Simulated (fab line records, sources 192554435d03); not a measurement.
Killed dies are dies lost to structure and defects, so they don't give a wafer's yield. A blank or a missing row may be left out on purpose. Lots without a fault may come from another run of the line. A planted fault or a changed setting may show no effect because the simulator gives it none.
Which tool did it? | flow n5_finfet | 8 lots, 24 wafers sampled, at 6 steps of a route of 1938

WHAT THE GAUGES READ, wafer by wafer
N5_FIN_CUT_INSPECT_17: inspects for defects (brightfield). Usual: raw_defect_count 233, standard deviation 70.
lot  | measured    | on                | raw_defect_count | flag
L836 | day 4 22:10 | defect_inspect-02 | 2702 2693 2574   | OFF
L837 | day 5 06:35 | defect_inspect-02 | 2567 2641 2536   | OFF
L838 | day 5 14:33 | defect_inspect-02 | 2739 2560 2499   | OFF
L841 | day 6 05:15 | defect_inspect-01 | 181 143 140      |
L842 | day 6 09:21 | defect_inspect-02 | 403 279 343      |
L844 | day 6 20:58 | defect_inspect-01 | 258 175 177      |
L845 | day 7 04:38 | defect_inspect-01 | 267 236 222      |
L846 | day 7 10:25 | defect_inspect-02 | 169 122 155      |

N5_BEOL_M4_RC_MEAS_101. Usual: DIBL_N 36.4 mV/V, standard deviation 1.7; DIBL_P 36.4 mV/V, standard deviation 2.1; IOFF_N 0.16 nA/um, standard deviation 0.035; IOFF_P 0.21 nA/um, standard deviation 0.035; ION_N 680 uA/um, standard deviation 11; ION_P 465 uA/um, standard deviation 6.8; SS_N 71.5 mV/dec, standard deviation 0.58; SS_P 73.2 mV/dec, standard deviation 0.72; VT_N 249 mV, standard deviation 3.6; VT_P -250 mV, standard deviation 3.1.
lot  | measured     | on        | DIBL_N (mV/V)  | DIBL_P (mV/V)  | IOFF_N (nA/um) | IOFF_P (nA/um) | ION_N (uA/um) | ION_P (uA/um) | SS_N (mV/dec)  | SS_P (mV/dec)  | VT_N (mV)   | VT_P (mV)      | flag
L841 | day 12 04:37 | prober-01 | 34.6 35.9 36.6 | 35.4 36.7 36.7 | 0.13 0.16 0.17 | 0.18 0.20 0.19 | 671 684 684   | 468 471 466   | 69.9 71.1 71.0 | 72.8 73.8 73.2 | 252 251 253 | -253 -252 -252 |
L842 | day 12 09:25 | prober-02 | 37.1 36.5 34.3 | 38.1 37.3 35.6 | 0.16 0.15 0.13 | 0.22 0.21 0.19 | 680 656 668   | 461 452 465   | 71.9 71.4 71.2 | 73.2 72.5 72.7 | 250 254 255 | -251 -250 -248 |
L844 | day 13 08:45 | prober-01 | 36.3 38.7 38.8 | 34.1 36.9 36.5 | 0.15 0.20 0.21 | 0.21 0.25 0.24 | 680 689 686   | 469 472 465   | 71.4 72.1 71.3 | 73.1 73.9 73.6 | 249 247 247 | -249 -248 -248 |
L845 | day 13 14:23 | prober-01 | 36.7 35.4 35.4 | 38.0 35.9 36.5 | 0.19 0.17 0.18 | 0.23 0.19 0.19 | 681 684 690   | 460 460 466   | 71.7 71.5 71.6 | 73.4 73.1 73.5 | 245 246 248 | -249 -253 -254 |
L846 | day 13 05:23 | prober-02 | 39.5 37.7 41.5 | 40.4 37.7 42.8 | 0.24 0.19 0.31 | 0.28 0.23 0.32 | 686 702 717   | 463 471 480   | 73.2 71.0 72.9 | 74.5 73.2 75.0 | 243 243 239 | -247 -249 -245 |

WHICH TOOL RAN EACH LOT (tool, then ch and the chambers of the sampled wafers, then the start)
lot  | N5_FIN_SAQP_ETCH_64             | N5_FIN_CUT_DESCUM_13            | N5_FIN_CUT_CUT_ETCH_26          | N5_FIN_CUT_STRIP_22
L836 | rie_si-04 ch 0,1,2, day 4 20:17 | rie_diel-05 ch 2,3, day 4 20:59 | rie_diel-05 ch 2,3, day 4 21:38 | rie_diel-03 ch 0,2,3, day 4 22:00
L837 | rie_si-04 ch 1,2,3, day 5 04:19 | rie_diel-06 ch 0,2, day 5 05:16 | rie_diel-06 ch 0,2, day 5 05:42 | rie_diel-05 ch 0,3, day 5 06:25
L838 | rie_si-03 ch 1,2, day 5 12:49   | rie_diel-03 ch 1,2, day 5 13:38 | rie_diel-03 ch 1,2, day 5 14:04 | rie_diel-06 ch 0,2,3, day 5 14:23
L841 | rie_si-05 ch 1,2,3, day 6 03:30 | rie_diel-06 ch 0,1, day 6 04:19 | rie_diel-06 ch 0,1, day 6 04:46 | rie_diel-05 ch 0,1,3, day 6 05:05
L842 | rie_si-04 ch 1,2,3, day 6 07:40 | rie_diel-06 ch 0,3, day 6 08:22 | rie_diel-06 ch 0,3, day 6 08:48 | rie_diel-03 ch 0,2,3, day 6 09:11
L844 | rie_si-04 ch 0,1,2, day 6 19:14 | rie_diel-05 ch 2,3, day 6 20:03 | rie_diel-05 ch 2,3, day 6 20:29 | rie_diel-06 ch 0,3, day 6 20:49
L845 | rie_si-05 ch 0,1, day 7 02:59   | rie_diel-06 ch 1,2, day 7 03:41 | rie_diel-06 ch 1,2, day 7 04:08 | rie_diel-03 ch 0,2,3, day 7 04:29
L846 | rie_si-03 ch 0,2,3, day 7 08:41 | rie_diel-03 ch 0,1, day 7 09:31 | rie_diel-03 ch 0,1, day 7 09:57 | rie_diel-06 ch 0,2, day 7 10:16
- N5_FIN_SAQP_ETCH_64: etches SiO2 in CF4, target depth 1.5 nm.
- N5_FIN_CUT_DESCUM_13: chemistry O2, time 7 s.
- N5_FIN_CUT_CUT_ETCH_26: etches SiNx in CH3F/O2, target depth 39 nm, time 55.7 s.
- N5_FIN_CUT_STRIP_22: strips in N2/H2.

WHAT THE TOOLS THEMSELVES READ (means of the sampled wafers that have a number; where no wafer has one, the mark that the record gives instead)
N5_FIN_SAQP_ETCH_64. Usual: drypump_motor_current_A 5.9 A, standard deviation 0.4; oes_product_au 1.007 a.u., standard deviation 0.026; throttle_valve_pct 21.73 %, standard deviation 0.27.
lot  | tool      | drypump_motor_current_A (A) | oes_product_au (a.u.) | throttle_valve_pct (%) | flag
L836 | rie_si-04 | 5.4                         | 1.020                 | 21.71                  |
L837 | rie_si-04 | 5.7                         | 1.013                 | 21.73                  |
L838 | rie_si-03 | 6.3                         | 0.990                 | 22.00                  |
L841 | rie_si-05 | 6.1                         | 0.995                 | 21.61                  |
L842 | rie_si-04 | 5.7                         | 1.007                 | 21.74                  |
L844 | rie_si-04 | 5.4                         | 1.017                 | 21.73                  |
L845 | rie_si-05 | 6.1                         | 1.019                 | 21.69                  |
L846 | rie_si-03 | 6.0                         | 1.009                 | 21.99                  |

N5_FIN_CUT_DESCUM_13. Usual: drypump_motor_current_A 5.39 A, standard deviation 0.27; o2_flow_sccm 225.0 sccm, standard deviation 0.65; oes_product_au 0.74 a.u., standard deviation 0.056; rf_vpp_V 243.7 V, standard deviation 1; showerhead_plenum_p_Torr 2.12 Torr, standard deviation 0.048; throttle_valve_pct 20.44 %, standard deviation 0.17.
lot  | tool        | drypump_motor_current_A (A) | o2_flow_sccm (sccm) | oes_product_au (a.u.) | rf_vpp_V (V) | showerhead_plenum_p_Torr (Torr) | throttle_valve_pct (%) | flag
L836 | rie_diel-05 | 5.44                        | 225.1               | 0.74                  | 243.6        | 2.11                            | 20.40                  |
L837 | rie_diel-06 | 5.65                        | 224.6               | 0.75                  | 243.7        | 2.13                            | 20.63                  |
L838 | rie_diel-03 | 5.27                        | 225.3               | 0.80                  | 244.8        | 2.18                            | 20.43                  |
L841 | rie_diel-06 | 5.20                        | 224.7               | 0.73                  | 244.7        | 2.18                            | 20.40                  |
L842 | rie_diel-06 | 5.17                        | 225.2               | 0.75                  | 244.3        | 2.17                            | 20.43                  |
L844 | rie_diel-05 | 5.57                        | 224.9               | 0.71                  | 243.6        | 2.12                            | 20.40                  |
L845 | rie_diel-06 | 5.59                        | 225.1               | 0.71                  | 244.4        | 2.12                            | 20.61                  |
L846 | rie_diel-03 | 5.72                        | 224.9               | 0.76                  | 243.7        | 2.13                            | 20.22                  |

N5_FIN_CUT_CUT_ETCH_26. Usual: drypump_motor_current_A 5.39 A, standard deviation 0.27; mfc_ar_sccm 150.0 sccm, standard deviation 0.44; oes_o_777_au 0.74 a.u., standard deviation 0.052; oes_product_au 0.74 a.u., standard deviation 0.056; rf_vpp_V 298 V, standard deviation 4.4; showerhead_plenum_p_Torr 2.04 Torr, standard deviation 0.053; throttle_valve_pct 16.42 %, standard deviation 0.18.
lot  | tool        | drypump_motor_current_A (A) | mfc_ar_sccm (sccm) | oes_o_777_au (a.u.) | oes_product_au (a.u.) | rf_vpp_V (V) | showerhead_plenum_p_Torr (Torr) | throttle_valve_pct (%) | flag
L836 | rie_diel-05 | 5.44                        | 149.8              | 0.74                | 0.74                  | 297          | 2.02                            | 16.40                  |
L837 | rie_diel-06 | 5.63                        | 149.7              | 0.78                | 0.76                  | 299          | 2.03                            | 16.50                  |
L838 | rie_diel-03 | 5.27                        | 149.7              | 0.79                | 0.80                  | 297          | 2.09                            | 16.38                  |
L841 | rie_diel-06 | 5.21                        | 150.1              | 0.73                | 0.73                  | 302          | 2.08                            | 16.39                  |
L842 | rie_diel-06 | 5.18                        | 150.1              | 0.76                | 0.75                  | 304          | 2.06                            | 16.35                  |
L844 | rie_diel-05 | 5.56                        | 150.1              | 0.73                | 0.71                  | 295          | 2.05                            | 16.45                  |
L845 | rie_diel-06 | 5.58                        | 149.7              | 0.70                | 0.70                  | 297          | 2.04                            | 16.65                  |
L846 | rie_diel-03 | 5.72                        | 150.1              | 0.74                | 0.75                  | 297          | 2.04                            | 16.22                  |

N5_FIN_CUT_STRIP_22. Usual: bias_power_w 7.998 W, standard deviation 0.024; chamber_pressure_mTorr 49.99 mTorr, standard deviation 0.13; drypump_motor_current_A 5.41 A, standard deviation 0.29; oes_product_au 0.75 a.u., standard deviation 0.068; rf_vpp_V 54.2 V, standard deviation 2.3; showerhead_plenum_p_Torr 3.43 Torr, standard deviation 0.076; throttle_valve_pct 19.1 %, standard deviation 0.46.
lot  | tool        | bias_power_w (W) | chamber_pressure_mTorr (mTorr) | drypump_motor_current_A (A) | oes_product_au (a.u.) | rf_vpp_V (V) | showerhead_plenum_p_Torr (Torr) | throttle_valve_pct (%) | flag
L836 | rie_diel-03 | -                | -                              | -                           | -                     | -            | -                               | -                      | OFF
L837 | rie_diel-05 | -                | -                              | -                           | -                     | -            | -                               | -                      | OFF
L838 | rie_diel-06 | -                | -                              | -                           | -                     | -            | -                               | -                      | OFF
L841 | rie_diel-05 | 7.993            | 50.01                          | 5.25                        | 0.81                  | 56.2         | 3.38                            | 19.0                   |
L842 | rie_diel-03 | 8.021            | 49.95                          | 5.45                        | 0.70                  | 51.8         | 3.37                            | 19.1                   |
L844 | rie_diel-06 | 8.001            | 49.87                          | 5.25                        | 0.73                  | 56.0         | 3.42                            | 19.0                   |
L845 | rie_diel-03 | 8.007            | 49.93                          | 5.45                        | 0.70                  | 52.3         | 3.37                            | 19.1                   |
L846 | rie_diel-06 | 8.002            | 49.97                          | 5.60                        | 0.74                  | 54.7         | 3.42                            | 19.7                   |

THE ANSWER, worked out from the rows above alone
Rule: a lot is off if the mean of its wafers that have a number lies more than 3 standard deviations from the usual mean. A lot without any number at a reading at which 4 lots or more have one is off too. The other lots that the step has rows for count as sound. The gauges are gone through in route order, then the tools' own readings, and for those a lot's mean is taken as printed above. The first step at which some lot is off is used, and at that step the reading that is off furthest; a lot without a number counts as furthest.
Off: L836, L837, L838, at N5_FIN_CUT_INSPECT_17 (raw_defect_count).
A tool fits if, at a process step before that reading, it ran every lot that is off, and no sound lot after the first of them. The gauges at N5_FIN_CUT_INSPECT_17 aren't tried: what is off there is off at N5_FIN_CUT_STRIP_22 too, on other tools, and a gauge's error can't cause that. None of those tried fits.

WHAT THE SIMULATOR HAD PUT IN
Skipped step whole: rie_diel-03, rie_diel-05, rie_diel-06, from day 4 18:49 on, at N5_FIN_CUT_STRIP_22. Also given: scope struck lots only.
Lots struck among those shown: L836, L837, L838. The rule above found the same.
